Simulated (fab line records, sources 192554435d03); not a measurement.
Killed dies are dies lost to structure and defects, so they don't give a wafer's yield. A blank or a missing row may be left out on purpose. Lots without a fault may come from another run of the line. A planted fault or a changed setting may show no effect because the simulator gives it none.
fab line records | flow n5_finfet
record lots=12 wafers=32 last_day=18
route steps=1938 shown BEOL_M5@1115 PASSIVATION@1936
lots that met no fault: from a run of the same line without faults
start_h: hours from the record's first day to the start of the lot's first wafer shown | wait_h: hours since the lot's step before | " the same as in the row above | L1.1+2: a row that stands for several wafers | - no value, or no start given | * or withheld: withheld | < > ~ a bound
route shown NAME@n: a module of which the file shows steps, and the number in the route of the first | usual: mean/standard deviation of fault-free wafers | same: alike in all rows | chamber/n: place in a boat | sites: the reading at each site | _std_site: their standard deviation | _edge_site: outer sites' mean less inner sites' | radius_mm: how far each site lies from the wafer's centre | mask NAME#n: copy n | behind: the tool/chamber that last shaped the wafer | hold: why the lot was held/for how many hours/how that ended | device: the transistor (n, p or np) that didn't switch | end of line: the same wafers' tests at the end of the route | a step without rows: its recipe alone | killed: dies lost to structure and defects at the first sort, not the wafer's yield | map: a wafer's dies, x killed, . not, _ none there
set.NAME: the setting as run; set.NAME@STEP: as run at that earlier step | model.NAME: the simulator's own value behind a step, which no gauge read
steps of the route over a sample of lots; a table a step, a row a wafer
services: from which hour (start_h, from the record's first day; less than 0 if before it) a tool's chamber was out of use, for how many hours, and why
## steps
# step N5_BEOL_M5_PECVD_70
# recipe material=SiO2 target_thk_a=160 temp_c=400 precursor=TEOS/O2 pressure_torr=5.5 rf_w=450 teos_flow_sccm=53.8 gas=O2 flow_sccm=3000 time_s=18
# usual heater_power_w=691/120 showerhead_plenum_p_Torr=8.77/0.047 throttle_valve_pct=21.8/1
# columns lot.wafer tool chamber start_h wait_h heater_power_w showerhead_plenum_p_Torr throttle_valve_pct
L235.2 pecvd-01 2 182.14 0.0 643 8.78 22.1
L235.5 " 0 " " 572 8.85 21.0
L236.1 pecvd-04 0 187.64 0.0 609 8.81 22.1
L236.6 " 1 " " 601 8.70 22.5
L238.1 pecvd-01 1 199.58 0.0 945 8.77 23.6
L238.6 " 1 " " 961 8.80 23.4
L240.1 pecvd-02 0 200.51 0.0 629 8.71 20.7
L240.3 " 1 " " 623 8.75 21.3
L241.3 pecvd-04 1 220.76 0.0 634 8.71 22.2
L241.4 " 0 " " 636 8.80 21.7
L241.5 " 1 " " 641 8.71 22.4
L242.1 pecvd-01 1 221.32 0.0 902 8.77 23.4
L242.5 " 0 " " 574 8.84 21.2
L242.6 " 1 " " 919 8.76 23.1
L246.1 pecvd-02 1 239.13 0.0 685 8.75 21.3
L246.3 " 0 " " 665 8.73 20.6
L246.4 " 0 " " 686 8.72 21.0
L249.1 pecvd-01 2 246.67 0.0 627 8.81 22.0
L249.2 " 0 " " 546 8.86 21.4
L249.5 " 2 " " 633 8.77 21.8
L247.1 pecvd-01 2 247.15 0.0 640 8.81 22.2
L247.3 " 0 " " 555 8.82 21.1
L247.5 " 2 " " 629 8.81 22.1
L250.1 pecvd-01 2 269.50 0.0 617 8.78 22.3
L250.4 " 1 " " 909 8.76 23.0
L250.6 " 2 " " 604 8.78 21.9
L251.1 pecvd-01 1 274.97 0.0 930 8.76 23.5
L251.2 " 0 " " 553 8.82 21.2
L251.3 " 1 " " 961 8.75 23.2
L258.1 pecvd-04 2 320.02 0.0 740 8.73 22.3
L258.3 " 1 " " 689 8.71 22.3
L258.5 " 0 " " 701 8.79 21.8
# step N5_BEOL_M5_ANNEAL_49
# recipe temp_c=400 time_s=1800 ambient=vacuum
# usual heater_power_w=902/69
# columns lot.wafer tool chamber start_h wait_h heater_power_w
L235.2 pvd_sputter-02 - 186.26 0.0 861
L235.5 " - " " 826
L236.1 pvd_sputter-01 - 193.34 0.0 954
L236.6 " - " " 1008
L238.1 pvd_sputter-03 - 206.75 0.0 849
L238.6 " - " " 839
L240.1 pvd_sputter-01 - 207.11 0.0 933
L240.3 " - " " 1005
L241.3 pvd_sputter-03 - 226.05 0.0 864
L241.4 " - " " 816
L241.5 " - " " 974
L242.1 pvd_sputter-02 - 228.46 0.0 827
L242.5 " - " " 893
L242.6 " - " " 845
L246.1 pvd_sputter-02 - 244.74 0.0 888
L246.3 " - " " 822
L246.4 " - " " 880
L249.1 pvd_sputter-03 - 253.71 0.0 920
L249.2 " - " " 868
L249.5 " - " " 854
L247.1 pvd_sputter-01 - 256.13 0.0 1010
L247.3 " - " " 1001
L247.5 " - " " 1016
L250.1 pvd_sputter-01 - 273.84 0.0 1006
L250.4 " - " " 1000
L250.6 " - " " 848
L251.1 pvd_sputter-02 - 280.07 0.0 843
L251.2 " - " " 864
L251.3 " - " " 830
L258.1 pvd_sputter-03 - 324.63 0.0 933
L258.3 " - " " 998
L258.5 " - " " 829
# step N5_BEOL_M5_SPUTTER_88
# recipe material=Cu target_thk_a=150 temp_c=-20 chamber_pressure_pa=0.07 power_w=withheld time_s=27.62
# usual throttle_valve_pct=29.6/0.97
# columns lot.wafer tool chamber start_h wait_h throttle_valve_pct
L235.2 pvd_sputter-02 - 189.44 0.5 30.6
L235.5 " - " " 29.7
L236.1 pvd_sputter-01 - 196.52 0.5 27.5
L236.6 " - " " 29.3
L238.1 pvd_sputter-03 - 209.93 0.5 30.7
L238.6 " - " " 30.0
L240.1 pvd_sputter-01 - 210.29 0.5 27.4
L240.3 " - " " 30.8
L241.3 pvd_sputter-03 - 229.23 0.5 30.9
L241.4 " - " " 29.9
L241.5 " - " " 30.0
L242.1 pvd_sputter-02 - 231.64 0.5 29.6
L242.5 " - " " 28.7
L242.6 " - " " 30.5
L246.1 pvd_sputter-02 - 247.92 0.5 30.3
L246.3 " - " " 29.6
L246.4 " - " " 28.8
L249.1 pvd_sputter-03 - 256.89 0.5 28.5
L249.2 " - " " 30.6
L249.5 " - " " 30.0
L247.1 pvd_sputter-01 - 259.31 0.5 29.3
L247.3 " - " " 31.0
L247.5 " - " " 29.2
L250.1 pvd_sputter-01 - 277.02 0.5 29.3
L250.4 " - " " 30.7
L250.6 " - " " 31.1
L251.1 pvd_sputter-02 - 283.25 0.5 28.6
L251.2 " - " " 30.1
L251.3 " - " " 29.9
L258.1 pvd_sputter-03 - 331.94 0.5 28.8
L258.3 " - " " 29.8
L258.5 " - " " 29.8
# step N5_BEOL_M5_ANNEAL_89
# recipe temp_c=400 time_s=1800 ambient=vacuum
# usual heater_power_w=902/70
# columns lot.wafer tool chamber start_h wait_h heater_power_w
L235.2 pvd_sputter-02 - 189.52 0.0 868
L235.5 " - " " 850
L236.1 pvd_sputter-01 - 196.60 0.0 940
L236.6 " - " " 1015
L238.1 pvd_sputter-03 - 210.01 0.0 878
L238.6 " - " " 836
L240.1 pvd_sputter-01 - 210.37 0.0 950
L240.3 " - " " 998
L241.3 pvd_sputter-03 - 229.31 0.0 866
L241.4 " - " " 832
L241.5 " - " " 982
L242.1 pvd_sputter-02 - 231.72 0.0 819
L242.5 " - " " 872
L242.6 " - " " 866
L246.1 pvd_sputter-02 - 248.00 0.0 843
L246.3 " - " " 812
L246.4 " - " " 880
L249.1 pvd_sputter-03 - 256.97 0.0 899
L249.2 " - " " 862
L249.5 " - " " 820
L247.1 pvd_sputter-01 - 259.39 0.0 1025
L247.3 " - " " 976
L247.5 " - " " 1025
L250.1 pvd_sputter-01 - 277.10 0.0 1009
L250.4 " - " " 1035
L250.6 " - " " 883
L251.1 pvd_sputter-02 - 283.33 0.0 839
L251.2 " - " " 873
L251.3 " - " " 823
L258.1 pvd_sputter-03 - 332.02 0.0 921
L258.3 " - " " 977
L258.5 " - " " 831
# step N5_BEOL_M5_CMP_52
# recipe stop_on=SiCOH_lowk t_overpolish_s=6.9 down_force_psi=1 platen_rpm=50 clearing_platen_down_force_psi=1.5 clearing_platen_rpm=50 post_cmp_clean=cu_alkaline target_thk_nm=62 clearing_platen_pad_velocity_m_s=0.99484 pad_velocity_m_s=0.99484
# usual barrier_field_endpoint_s=24.5/0.79 motor_current_A=6.1/0.66
# columns lot.wafer tool chamber start_h wait_h barrier_field_endpoint_s motor_current_A
L235.2 cmp-04 3 191.22 0.4 23.8 6.1
L235.5 " 1 " " 24.7 7.1
L236.1 cmp-01 3 198.15 0.3 24.1 5.4
L236.6 " 2 " " 24.9 6.2
L238.1 cmp-04 3 211.56 0.3 24.8 6.2
L238.6 " 3 " " 25.6 6.3
L240.1 cmp-04 2 212.37 0.7 24.8 5.1
L240.3 " 3 " " 23.7 6.2
L241.3 cmp-01 2 230.82 0.2 24.2 6.1
L241.4 " 1 " " 24.6 5.5
L241.5 " 3 " " 24.7 5.4
L242.1 cmp-03 0 233.22 0.3 24.0 5.7
L242.5 " 0 " " 24.3 5.6
L242.6 " 1 " " 23.7 7.1
L246.4 cmp-04 2 249.83 0.2 24.1 5.1
L246.3 " 3 " " 23.6 6.3
L246.1 " 0 " " 24.9 6.2
L249.2 cmp-04 2 258.76 0.5 23.4 5.3
L249.1 " 0 " " 25.9 6.0
L249.5 " 2 " " 24.6 5.4
L247.3 cmp-03 1 261.27 0.3 24.6 7.5
L247.1 " 0 " " 23.9 5.5
L247.5 " 1 " " 24.2 7.5
L250.1 cmp-04 3 278.64 0.3 24.1 6.4
L250.4 " 1 " " 30.1 6.8
L250.6 " 2 " " 24.1 4.8
L251.2 cmp-01 2 284.83 0.2 23.7 6.2
L251.1 " 3 " " 23.7 5.5
L251.3 " 1 " " 30.1 5.6
L258.1 cmp-03 0 333.53 0.3 25.2 5.4
L258.3 " 3 " " 24.9 5.8
L258.5 " 0 " " 24.8 5.3
# step N5_PASSIVATION_PROBE_49
# usual defect_limited_yield=91.3/1.4 killed_at_M0_to_M3=33/9.9 killed_at_M4_up=15/5.6 killed_at_contacts=13/5.7 killed_at_front_end=38/12 killed_at_other=4/3.1 killed_dies=103/17 killed_open=66/13 killed_short=32/7.8 sort_bin_4_leakage=0.02/0.16 sort_bin_5_function=5.1/0.95 sort_bin_6_memory=3.2/0.68 sort_n_pass=1077/17 sort_yield_pct=91.3/1.5
# same gross_dies=1180 killed_at_back_side=0 sort_bin_8_speed[%]=0
# columns lot.wafer tool chamber start_h wait_h defect_limited_yield[%] killed_at_M0_to_M3 killed_at_M4_up killed_at_contacts killed_at_front_end killed_at_other killed_dies killed_open killed_short sort_bin_4_leakage[%] sort_bin_5_function[%] sort_bin_6_memory[%] sort_n_pass sort_yield_pct[%]
L247.1 prober-01 - 356.39 0.0 89.0 41 15 19 50 5 130 71 48 0 7.2 3.4 1050 89.0
L247.3 prober-01 - 356.49 0.1 90.9 37 8 18 38 6 107 61 46 0 5.1 3.3 1073 90.9
L247.5 prober-01 - 356.59 0.2 93.1 29 7 16 23 7 82 59 18 0 3.7 3.1 1098 93.1
L251.1 prober-01 - 379.81 0.0 89.0 48 25 5 48 4 130 88 33 0 5.0 5.1 1050 89.0
L251.2 prober-01 - 379.86 0.1 90.9 33 17 5 50 2 107 70 35 0 5.7 3.2 1073 90.9
L251.3 prober-01 - 379.91 0.1 91.3 28 18 9 47 1 103 68 29 0 4.8 3.6 1077 91.3
# killed by level:class
L247.1 FIN_SAQP:geometric_particle:short=16 MOL_CONTACT_COAG:geometric_particle:open=15 BEOL_M0_SAQP:geometric_particle:short=10 FIN_SAQP:geometric_particle:open=9 BEOL_M2:geometric_particle:open=8 BEOL_M4:geometric_particle:open=7 BEOL_M0_SAQP:geometric_particle:open=5 BEOL_M0:geometric_particle:open=5
L247.3 MOL_CONTACT_COAG:geometric_particle:open=11 GATE_CUT:geometric_particle:short=9 FIN_SAQP:geometric_particle:open=8 BEOL_M0_SAQP:geometric_particle:short=8 FIN_SAQP:geometric_particle:short=7 MOL_CONTACT_COAG:geometric_particle:short=7 BEOL_M1:geometric_particle:open=7 BEOL_M0_SAQP:geometric_particle:open=6
L247.5 MOL_CONTACT_COAG:geometric_particle:open=14 BEOL_M0:geometric_particle:open=7 BEOL_M1:geometric_particle:open=7 BEOL_M2:geometric_particle:open=5 FIN_SAQP:geometric_particle:open=4 DUMMY_GATE:geometric_particle:open=4 GATE_CUT:geometric_particle:short=4 PASS1_CAP:geometric_particle:open=3
L251.1 BEOL_M2:geometric_particle:open=15 BEOL_M4:geometric_particle:open=11 STI_FIN_REVEAL:geometric_particle:open=10 BEOL_M0:geometric_particle:open=10 BEOL_M0_SAQP:geometric_particle:open=8 HKMG_FIN:area_etch=8 FIN_SAQP:geometric_particle:short=7 BEOL_M5:geometric_particle:open=6
L251.2 STI_FIN_REVEAL:geometric_particle:open=21 BEOL_M4:geometric_particle:open=10 DUMMY_GATE:geometric_particle:open=9 BEOL_M1:geometric_particle:short=6 BEOL_M1:geometric_particle:open=6 BEOL_M2:geometric_particle:open=6 STARTING-WAFER:geometric_particle:short=6 BEOL_M0_SAQP:geometric_particle:short=4
L251.3 BEOL_M2:geometric_particle:open=17 STI_FIN_REVEAL:geometric_particle:open=9 GATE_CUT:geometric_particle:open=7 MOL_CONTACT_COAG:geometric_particle:open=7 BEOL_M4:geometric_particle:open=7 GATE_CUT:geometric_particle:short=5 FIN_SAQP:geometric_particle:short=4 DUMMY_GATE:geometric_particle:short=4
## services
# columns tool chamber start_h hours kind
pecvd-04 1 199.84 2.1 scheduled_down
cmp-03 - 209.40 4.8 pm
cmp-04 - 214.94 4.2 pm
pecvd-01 - 216.10 0.8 repair
pvd_sputter-03 - 216.20 4.0 repair
cmp-01 - 218.45 0.2 repair
cmp-04 - 223.44 4.0 pm
cmp-01 - 227.34 0.2 repair
cmp-04 - 227.44 - consumable_replace:conditioner
cmp-04 - 227.44 - consumable_replace:pad
cmp-01 - 231.05 4.0 pm
cmp-01 - 248.78 5.1 pm
cmp-01 - 253.92 8.5 pm
cmp-04 - 261.59 0.5 repair
pecvd-01 2 263.32 2.1 scheduled_down
pecvd-04 - 270.79 3.2 repair
pecvd-01 2 272.76 7.5 repair
cmp-04 - 281.53 0.5 repair
cmp-03 - 296.81 5.0 repair
cmp-03 - 304.61 1.0 repair
cmp-01 - 308.38 0.3 repair
pecvd-01 2 310.46 16.5 scheduled_down
cmp-01 - 313.28 1.9 repair
pecvd-01 - 316.00 14.6 pm
## key
first_sign step=N5_BEOL_M5_CMP_52 reading=barrier_field_endpoint_s direction=up sigmas=7.1 usual=24.5 struck=30.1
effect none on later readings
met_at N5_BEOL_M5_PECVD_70
struck_lots L250,L251
struck_wafers L250.4,L251.3
not_acting_at N5_BEOL_M5_ANNEAL_49,N5_BEOL_M5_SPUTTER_88,N5_BEOL_M5_ANNEAL_89
onset_between 247.15 269.50
fault kind=process_parameter_drift tool=pecvd-01 chamber=- onset_h=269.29 steps=N5_BEOL_M5_PECVD_70 channel=time_s offset=* shape=step end_h=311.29 scope=struck_wafers_only acts_in=* stated=*
